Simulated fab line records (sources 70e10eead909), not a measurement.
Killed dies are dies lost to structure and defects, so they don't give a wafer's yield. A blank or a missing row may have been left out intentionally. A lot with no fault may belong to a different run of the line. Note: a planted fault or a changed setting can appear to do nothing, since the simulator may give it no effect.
Which of the tools did it? -- flow nand harc -- Sampling: 24 lots, 72 wafers, 4 of 1302 route steps

## WHAT THE GAUGES SHOWED, per wafer
NHARC_A_M1_OVL_MEAS_10: pitch 240 nm.
lot,measured,on,overlay x nm (nm),overlay y nm (nm)
L074,day 22 06:16,overlay-02,-0.5 -0.4 -0.1,0.4 1.0 0.8
L076,day 23 18:04,overlay-01,-0.3 -0.4 -0.1,0.3 0.5 0.1
L075,day 23 20:01,overlay-01,0.8 1.0 0.6,-0.9 -1.2 -0.8
L077,day 24 01:20,overlay-02,-1.1 -1.2 -1.0,-1.1 -0.6 -1.5
L078,day 24 07:35,overlay-01,-0.5 -0.5 -1.3,1.2 0.6 0.3
L079,day 25 00:04,overlay-01,2.2 1.8 2.1,0.8 0.7 0.1
L080,day 25 22:28,overlay-01,-1.2 -0.1 -1.0,-0.7 -1.2 -1.2
L081,day 26 12:56,overlay-01,1.2 1.3 1.0,0.2 -1.1 -0.6
L082,day 26 15:04,overlay-02,0.3 0.0 -0.1,1.3 1.1 0.9
L085,day 27 16:12,overlay-02,-1.1 -0.7 -0.4,-0.6 -0.8 -1.2
L084,day 27 21:53,overlay-01,0.4 0.8 1.1,1.0 0.6 0.6
L083,day 28 02:16,overlay-01,1.0 1.4 1.3,-0.8 -0.7 -0.7
L087,day 28 04:47,overlay-01,-0.7 -1.0 -1.1,2.3 2.0 1.9
L086,day 28 10:53,overlay-01,0.0 0.2 0.4,0.3 0.5 0.6
L088,day 28 16:57,overlay-01,0.5 0.7 0.2,0.1 -0.2 -0.4
L090,day 28 18:07,overlay-02,-1.2 -0.9 -1.2,0.1 -0.2 -0.2
L089,day 29 00:43,overlay-02,0.3 0.9 0.5,-1.0 -1.4 -1.2
L091,day 30 01:54,overlay-01,0.5 0.1 0.7,0.2 0.2 -0.1
L092,day 30 10:43,overlay-01,0.0 -0.3 -0.1,-0.8 -0.1 -0.3
L093,day 31 01:18,overlay-02,-0.9 -0.7 -0.8,-0.8 -0.4 -0.5
L094,day 31 03:17,overlay-02,0.5 0.7 1.2,1.5 1.1 0.8
L096,day 31 10:01,overlay-02,0.3 -0.1 0.6,0.2 -0.6 -0.4
L095,day 31 13:57,overlay-02,0.6 0.1 0.4,0.6 0.4 0.3
L097,day 33 06:51,overlay-02,-0.3 0.4 0.3,-0.3 0.0 0.0

## EACH LOT AND THE TOOL THAT RAN IT (in order: tool; ch and the chambers of the sampled wafers; start)
lot,NHARC_A_BLC_PVD_32,NHARC_A_BLC_CMP_25,NHARC_A_M0_PVD_20
L074,"pvd sputter-03, day 22 00:52 or earlier","cmp-03 ch 0,1,2, day 22 00:52","pvd sputter-01, day 22 06:16 or earlier"
L076,"pvd sputter-01, day 23 12:45 or earlier","cmp-01 ch 2,3, day 23 12:45","pvd sputter-03, day 23 18:04 or earlier"
L075,"pvd sputter-01, day 23 14:43 or earlier","cmp-03 ch 0,2,3, day 23 14:43","pvd sputter-01, day 23 20:01 or earlier"
L077,"pvd sputter-03, day 23 19:08 or earlier","cmp-01 ch 0,1,3, day 23 19:08","pvd sputter-03, day 24 01:20 or earlier"
L078,"pvd sputter-02, day 24 02:19 or earlier","cmp-04 ch 0,1, day 24 02:19","pvd sputter-03, day 24 07:35 or earlier"
L079,"pvd sputter-02, day 24 18:38 or earlier","cmp-03 ch 0,2,3, day 24 18:38","pvd sputter-01, day 25 00:04 or earlier"
L080,"pvd sputter-03, day 25 16:29 or earlier","cmp-01 ch 0,2,3, day 25 16:29","pvd sputter-02, day 25 22:28 or earlier"
L081,"pvd sputter-03, day 26 07:45 or earlier","cmp-03 ch 1,2, day 26 07:45","pvd sputter-03, day 26 12:56 or earlier"
L082,"pvd sputter-02, day 26 09:38 or earlier","cmp-01 ch 0,3, day 26 09:38","pvd sputter-01, day 26 15:04 or earlier"
L085,"pvd sputter-02, day 27 10:44 or earlier","cmp-01 ch 0,2,3, day 27 10:44","pvd sputter-02, day 27 16:12 or earlier"
L084,"pvd sputter-03, day 27 16:26 or earlier","cmp-04 ch 0,2,3, day 27 16:26","pvd sputter-02, day 27 21:53 or earlier"
L083,"pvd sputter-01, day 27 20:44 or earlier","cmp-03 ch 0,1, day 27 20:44","pvd sputter-02, day 28 02:16 or earlier"
L087,"pvd sputter-02, day 27 23:23 or earlier","cmp-03 ch 0,2,3, day 27 23:23","pvd sputter-01, day 28 04:47 or earlier"
L086,"pvd sputter-02, day 28 05:34 or earlier","cmp-04 ch 0,2,3, day 28 05:34","pvd sputter-03, day 28 10:53 or earlier"
L088,"pvd sputter-01, day 28 11:35 or earlier","cmp-04 ch 0,3, day 28 11:35","pvd sputter-01, day 28 16:57 or earlier"
L090,"pvd sputter-01, day 28 12:47 or earlier","cmp-03 ch 0,1,3, day 28 12:47","pvd sputter-03, day 28 18:07 or earlier"
L089,"pvd sputter-03, day 28 19:16 or earlier","cmp-04 ch 0,2, day 28 19:16","pvd sputter-03, day 29 00:43 or earlier"
L091,"pvd sputter-03, day 29 20:35 or earlier","cmp-03 ch 0,1, day 29 20:35","pvd sputter-03, day 30 01:54 or earlier"
L092,"pvd sputter-02, day 30 04:37 or earlier","cmp-03 ch 0,1,3, day 30 04:37","pvd sputter-01, day 30 10:43 or earlier"
L093,"pvd sputter-03, day 30 20:00 or earlier","cmp-03 ch 0,1,3, day 30 20:00","pvd sputter-03, day 31 01:18 or earlier"
L094,"pvd sputter-01, day 30 21:57 or earlier","cmp-01 ch 0,2,3, day 30 21:57","pvd sputter-01, day 31 03:17 or earlier"
L096,"pvd sputter-01, day 31 04:33 or earlier","cmp-04 ch 1,2, day 31 04:33","pvd sputter-01, day 31 10:01 or earlier"
L095,"pvd sputter-01, day 31 08:30 or earlier","cmp-01 ch 0,1,2, day 31 08:30","pvd sputter-01, day 31 13:57 or earlier"
L097,"pvd sputter-02, day 33 01:22 or earlier","cmp-01 ch 1,2,3, day 33 01:22","pvd sputter-02, day 33 06:51 or earlier"
- NHARC_A_BLC_PVD_32: deposits Ti, target thk 5 nm, time 17.7 s.
- NHARC_A_BLC_CMP_25: polishes, t overpolish 30 s, target thk 150 nm.
- NHARC_A_M0_PVD_20: deposits TaN, target thk 5 nm, time 8.06 s.

## WHAT THE TOOLS THEMSELVES READ (means of the sampled wafers that have a number; where no wafer has one, the mark that the record gives instead)
NHARC_A_BLC_PVD_32.
lot,tool,cathode dc power W (W),throttle valve pct (%)
L074,pvd sputter-03,5001.1,29.6
L076,pvd sputter-01,5000.1,29.4
L075,pvd sputter-01,5000.2,29.8
L077,pvd sputter-03,4999.6,29.8
L078,pvd sputter-02,5000.0,30.9
L079,pvd sputter-02,4999.9,30.3
L080,pvd sputter-03,5000.1,29.8
L081,pvd sputter-03,4999.9,29.9
L082,pvd sputter-02,4999.7,30.9
L085,pvd sputter-02,5001.5,30.8
L084,pvd sputter-03,5000.7,30.0
L083,pvd sputter-01,4999.4,29.8
L087,pvd sputter-02,5000.8,30.6
L086,pvd sputter-02,5000.3,30.4
L088,pvd sputter-01,5000.7,29.6
L090,pvd sputter-01,4999.8,29.5
L089,pvd sputter-03,5000.7,29.7
L091,pvd sputter-03,4998.8,29.7
L092,pvd sputter-02,4999.5,30.3
L093,pvd sputter-03,4999.3,29.7
L094,pvd sputter-01,5000.8,29.7
L096,pvd sputter-01,4999.9,29.6
L095,pvd sputter-01,5000.5,29.6
L097,pvd sputter-02,4999.3,30.2

NHARC_A_BLC_CMP_25.
lot,tool,motor current A (A),overpolish run s (s),time to endpoint s (s)
L074,cmp-03,13.1,29.987,33.2
L076,cmp-01,12.4,29.999,30.1
L075,cmp-03,12.1,29.996,30.4
L077,cmp-01,12.3,29.998,34.5
L078,cmp-04,11.1,29.997,31.4
L079,cmp-03,12.2,29.997,30.7
L080,cmp-01,12.1,30.004,31.4
L081,cmp-03,12.4,29.999,31.0
L082,cmp-01,12.7,30.007,31.5
L085,cmp-01,12.8,30.004,29.9
L084,cmp-04,11.7,30.003,29.9
L083,cmp-03,13.3,30.003,30.8
L087,cmp-03,12.3,30.001,30.6
L086,cmp-04,11.5,29.997,33.3
L088,cmp-04,11.7,30.008,32.5
L090,cmp-03,12.7,29.996,31.5
L089,cmp-04,11.7,30.000,34.5
L091,cmp-03,13.3,29.995,35.4
L092,cmp-03,12.6,30.003,29.8
L093,cmp-03,12.7,30.000,28.8
L094,cmp-01,12.8,30.001,32.8
L096,cmp-04,11.4,29.990,29.5
L095,cmp-01,12.4,29.999,32.4
L097,cmp-01,12.7,30.005,31.9

NHARC_A_M0_PVD_20.
lot,tool,cathode dc power W (W),throttle valve pct (%)
L074,pvd sputter-01,15000,30.0
L076,pvd sputter-03,15001,29.6
L075,pvd sputter-01,15003,30.0
L077,pvd sputter-03,14997,29.7
L078,pvd sputter-03,15003,30.0
L079,pvd sputter-01,14999,29.6
L080,pvd sputter-02,14998,30.9
L081,pvd sputter-03,15000,29.8
L082,pvd sputter-01,14999,29.2
L085,pvd sputter-02,14999,30.7
L084,pvd sputter-02,15002,30.6
L083,pvd sputter-02,15001,31.0
L087,pvd sputter-01,14998,29.8
L086,pvd sputter-03,14999,30.2
L088,pvd sputter-01,15000,29.7
L090,pvd sputter-03,15001,29.8
L089,pvd sputter-03,15000,29.6
L091,pvd sputter-03,14999,29.9
L092,pvd sputter-01,15002,29.5
L093,pvd sputter-03,14998,29.8
L094,pvd sputter-01,14998,29.5
L096,pvd sputter-01,15000,29.7
L095,pvd sputter-01,14999,29.6
L097,pvd sputter-02,15003,30.6

## THE ANSWER, worked out from the rows above alone
Rule: the lots themselves supply what counts as usual. The widest of any qualifying gaps counts: lots, ordered by their means at a reading, are off when they make up no more than a third of the lots, leave a main group of 4 or more, and stand apart from it by 3 or more times the standard deviation of that group's means. A main group whose means are all the same, to the digits that the tables above print for the reading, isn't used. A lot without any number at a reading at which 4 lots or more have one is off too. All remaining lots with rows at the step are treated as sound. After the gauges, taken in route order, come the tools' own readings; for these a lot's mean is taken, as printed above. At the first step where some lot is off, the reading lying furthest off is the one used; lots without a number count as furthest.
None of the lots is off at any reading shown; this tells nothing.

## WHAT THE SIMULATOR HAD INSERTED
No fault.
